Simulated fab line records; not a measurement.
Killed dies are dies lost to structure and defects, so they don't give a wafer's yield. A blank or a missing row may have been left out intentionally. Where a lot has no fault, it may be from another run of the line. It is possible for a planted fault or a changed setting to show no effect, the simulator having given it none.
Chamber matching / flow nand harc / NHARC_A_STAIRCASE_CMP_152 on cmp-04: 4 sister chambers
The step polishes. 4 wafers are shown with their chamber, then 8 later ones without.

== EACH WAFER AND ITS CHAMBER ==
wafer=L081.6; chamber=1; motor current A (A)=14.0
wafer=L088.5; chamber=2; motor current A (A)=11.8
wafer=L088.6; chamber=3; motor current A (A)=11.2
wafer=L089.1; chamber=0; motor current A (A)=14.1

== WAFERS WHOSE CHAMBER IS MISSING ==
wafer=L089.3; motor current A (A)=12.0
wafer=L089.6; motor current A (A)=14.2
wafer=L093.1; motor current A (A)=12.5
wafer=L093.2; motor current A (A)=14.4
wafer=L093.6; motor current A (A)=10.5
wafer=L096.2; motor current A (A)=14.7
wafer=L096.3; motor current A (A)=12.6
wafer=L096.4; motor current A (A)=10.7

== CHAMBER TAKEN BY EACH ==
wafer=L089.3; from the rows above=can't be placed: 2 or 3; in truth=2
wafer=L089.6; from the rows above=can't be placed: 0 or 1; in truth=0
wafer=L093.1; from the rows above=can't be placed: 2 or 3 or 1 or 0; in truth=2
wafer=L093.2; from the rows above=can't be placed: 0 or 1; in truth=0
wafer=L093.6; from the rows above=can't be placed: 3 or 2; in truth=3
wafer=L096.2; from the rows above=can't be placed: 0 or 1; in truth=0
wafer=L096.3; from the rows above=can't be placed: 2 or 1 or 3 or 0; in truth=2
wafer=L096.4; from the rows above=can't be placed: 3 or 2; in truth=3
0 of 8 placed correctly. Unplaceable from these rows: 8, with the true chamber sitting among the candidates in 8. Number placed wrongly: 0.
How it was worked out, from the rows above alone: a wafer's distance from a chamber is the root of the sum, over the readings, of the square of ((its reading less the chamber's mean) divided by the reading's scatter). The wafer belongs to the nearest chamber; if the next one is less than 2 further off, it can't be placed. A chamber's mean is the mean of its shown wafers. The scatter: with one shown wafer a chamber, the root of the mean of the squares of how far each hidden wafer lies from its nearest shown one.
